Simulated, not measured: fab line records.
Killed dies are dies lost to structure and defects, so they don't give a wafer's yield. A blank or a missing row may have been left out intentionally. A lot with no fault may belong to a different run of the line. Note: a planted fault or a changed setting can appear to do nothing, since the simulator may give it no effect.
Problem report, 8D (eight disciplines) form, completed by code + flow nand harc + the parts of the form that need people (team, actions taken, sign-off) are left out

1. PROBLEM STATEMENT
thk nm at NHARC_A_ONON_D1_THK_MEAS_02 reads a mean of 1249 nm on 6 wafers of 3 lots; wafers without a fault read 1000 nm with a standard deviation of 6.8. Relative to the usual mean, that is a shift of +37 standard deviations.
The step: measures by ellipsometry.
Seen first at day 11 16:07 on film metro-02, wafer L636.3. At this step, 19 wafers from 7 lots have a number in the record. Rule for "out", or "out of limits": more than 4 standard deviations from the usual mean. Any other wafer with a number is counted as sound.

2. WHAT IT IS, AND WHAT IT ISN'T
| question                    | is                                             | is not                                                                         |
|-----------------------------|------------------------------------------------|--------------------------------------------------------------------------------|
| which readings at this step | thk nm                                         | -                                                                              |
| which lots                  | L636, L638, L640                               | L630, L642, L647, L649                                                         |
| which wafers of those lots  | L636.3, L636.4, L638.3, L638.4, L640.3, L640.4 | L636.5                                                                         |
| read on which gauges        | film metro-01, film metro-02                   | -                                                                              |
| when                        | from day 11 16:07                              | up to then (4 sound wafers); but 9 sound wafers of L642, L647, L649 came after |

3. WHAT RULES OUT EACH SUSPECT
Counting: if a tool at a process step up to the reading ran every lot that is out, it stays a suspect. Sound lots after the first of them don't rule it out here, since some wafers of a struck lot are sound.
- the gauge at NHARC_A_ONON_D1_THK_MEAS_02: ruled out. 2 gauges (film metro-01, film metro-02) read the wafers that are out.
- pecvd onon-02 at NHARC_A_ONON_D1_DEP_00 (target thk 1000 nm): kept. It ran every lot that is out, first L636 (day 11 15:44).
Remaining after the count: pecvd onon-02 at NHARC_A_ONON_D1_DEP_00.

4. THE CAUSE (what the simulator had put in)
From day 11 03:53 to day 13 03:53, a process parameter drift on pecvd onon-02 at NHARC_A_ONON_D1_DEP_00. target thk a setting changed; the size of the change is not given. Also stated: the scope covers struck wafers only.
The count eliminated every tool but this one.

5. SEQUENCE OF EFFECTS, ordered by route
One row per reading whose mean, taken over the struck wafers that have a number, lies over 3 standard deviations from the usual. Only readings for which the record gives a usual standard deviation are gone through. hours: the time from each lot's start at the first step in this table that gives one to its start at this step, as a median over the lots. sigmas: the change in usual standard deviations.
| hours | step                        | reading | usual   | on struck wafers | change | sigmas |
|-------|-----------------------------|---------|---------|------------------|--------|--------|
| 0     | NHARC_A_ONON_D1_THK_MEAS_02 | thk nm  | 1000 nm | 1249             | +249   | +37    |

6. WHAT WOULD HAVE CAUGHT IT SOONER
The first out-of-limits reading at a measuring or inspecting step in this record came at day 11 16:07, 12 hours after the fault's start at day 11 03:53.
Lots out: 3; of these, L638, L640 started NHARC_A_ONON_D1_DEP_00 on pecvd onon-02 after day 11 16:07. A hold on the tool at that time would have spared those 2.
